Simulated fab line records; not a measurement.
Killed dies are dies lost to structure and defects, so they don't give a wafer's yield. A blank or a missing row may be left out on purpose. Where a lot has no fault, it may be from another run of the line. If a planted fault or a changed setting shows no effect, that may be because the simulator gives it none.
Comparing a struck lot with a sound one / flow n5 finfet / 20 steps out of a route of 1938
Sound: these wafers, L394.1, L394.3, L394.6. Wafers L383.2, L383.3, L383.6 were the ones struck. The cause is named last.
At each step with rows: each side's tool, then ch and its chambers, then its first start. Under that, the readings that differ: sound wafers / struck wafers / difference of the means / sigmas: that difference in standard deviations of wafers without a fault.
alike: readings whose means differ by less than 2 such deviations, and words and numbers that are the same on both sides. not compared: withheld readings, readings that some wafer has no value for, bounds like >300 that may hide the same value, and numbers for which the record gives no deviation and whose values overlap.
The two part at a step that has a row with sigmas, a row that says differs or no value, or rows on one side only. Numbers that have no deviation but don't overlap get no sigmas and don't part them. A reading that every wafer of one side lacks parts them only if that side has two wafers or more.

first, 9 steps without rows for these wafers: N5_BEOL_M0_CUTY_SOFTBAKE_53 (time 60 s); N5_BEOL_M0_CUTY_EXPOSE_54 (exposes mask M0 ABLK); N5_BEOL_M0_CUTY_PEB_55 (peb time 60 s); N5_BEOL_M0_CUTY_DEVELOP_56 (develop time 30 s); N5_BEOL_M0_CUTY_DESCUM_61 (chemistry O2, time 7.9 s); N5_BEOL_M0_CUTY_ETCH_62 (etches SiARC in CF4, time 58.5 s); N5_BEOL_M0_CUTY_ETCH_63 (etches SOC in N2/H2, target depth 82.7 nm, overetch 16.5 nm, time 124 s); N5_BEOL_M0_CUTY_STRIP_64 (strips in N2/H2); N5_BEOL_M0_ETCH_138 (etches SiCN in CH3F/O2, target depth 12 nm, time 31.6 s).
N5_BEOL_M0_HM_OPEN_105: chemistry Cl2/BCl3, target TiN, target depth 12 nm.
  sound on rie metal-02 ch 0,1, day 10 12:35; struck on rie metal-02 ch 0, day 7 14:47
  no value came back on the struck wafers for any of 6 readings (bcl3 flow sccm (sccm), bias w (W) and others); on the sound wafers bcl3 flow sccm (sccm) reads 21.75 21.80 21.80
reading=model.SiO2_of_BEOL_M0_SAQP_SPACER2_ALD_26.thk nm (nm); sound=2.8 2.8 2.8; struck=5 5 5; difference=+2; sigmas=
  not compared: rf hours counter h
then, 3 steps without rows for these wafers: N5_BEOL_M0_STRIP_140 (strips in CF4); N5_BEOL_M0_STRIP_104 (strips in N2/H2); N5_BEOL_M0_WET_ETCH_106 (etches SiO2 in DHF, target depth 130 nm, rinse time 30 s).
N5_BEOL_M0_ETCH_128: etches SiCN in CF4/N2, target depth 12 nm, overetch 5.1 nm, time 21.4 s.
  sound on rie diel-04 ch 0,1, day 10 13:46; struck on rie diel-01 ch 2,3, day 7 15:05
reading=bias w (W); sound=69.64 69.75 69.55; struck=70.03 70.16 70.24; difference=+0.50; sigmas=+2
reading=oes product au (a.u.); sound=0.59 0.58 0.58; struck=0.33 0.35 0.36; difference=-0.24; sigmas=-4
  alike: drypump motor current A, rf vpp V, showerhead plenum p Torr, throttle valve pct
  not compared: rf hours counter h
then, 2 steps without rows for these wafers: N5_BEOL_M0_TRENCH_ETCH_107 (etches SiOC in C4F6/O2, target depth 32.8 nm, time 16.4 s); N5_BEOL_M0_STRIP_142 (strips in N2/H2, time 10 s).
N5_BEOL_M0_OCD_MEAS_108:
  sound: ocd-01 at day 10 13:55; struck: ocd-01 at day 7 15:14
reading=trench depth nm (nm); sound=32.6 33.1 32.9; struck=0.8 0 0.3; difference=-32.5; sigmas=-66
then, 1 step without rows for these wafers: N5_BEOL_M0_HM_STRIP_129 (strips TiN in peroxide tin strip, target depth 17 nm, time 108 s).
N5_BEOL_M4_RC_MEAS_101:
  the record has rows for the sound wafers here (prober-01 ch 0, day 13 16:47) and none for the struck ones
-- record jumps: 8 days separate the struck wafers' starts on either side; left off in module BEOL_M4, taken up again in module PASSIVATION, whose first shown step is the route's number 1936 --
N5_PASSIVATION_PROBE_49:
  the record has rows for the struck wafers here (prober-01, day 15 07:16) and none for the sound ones

## WHERE THEY PART
Last at N5_PASSIVATION_PROBE_49 as far as this record goes, first at N5_BEOL_M0_HM_OPEN_105.

WHY: what the simulator had put in
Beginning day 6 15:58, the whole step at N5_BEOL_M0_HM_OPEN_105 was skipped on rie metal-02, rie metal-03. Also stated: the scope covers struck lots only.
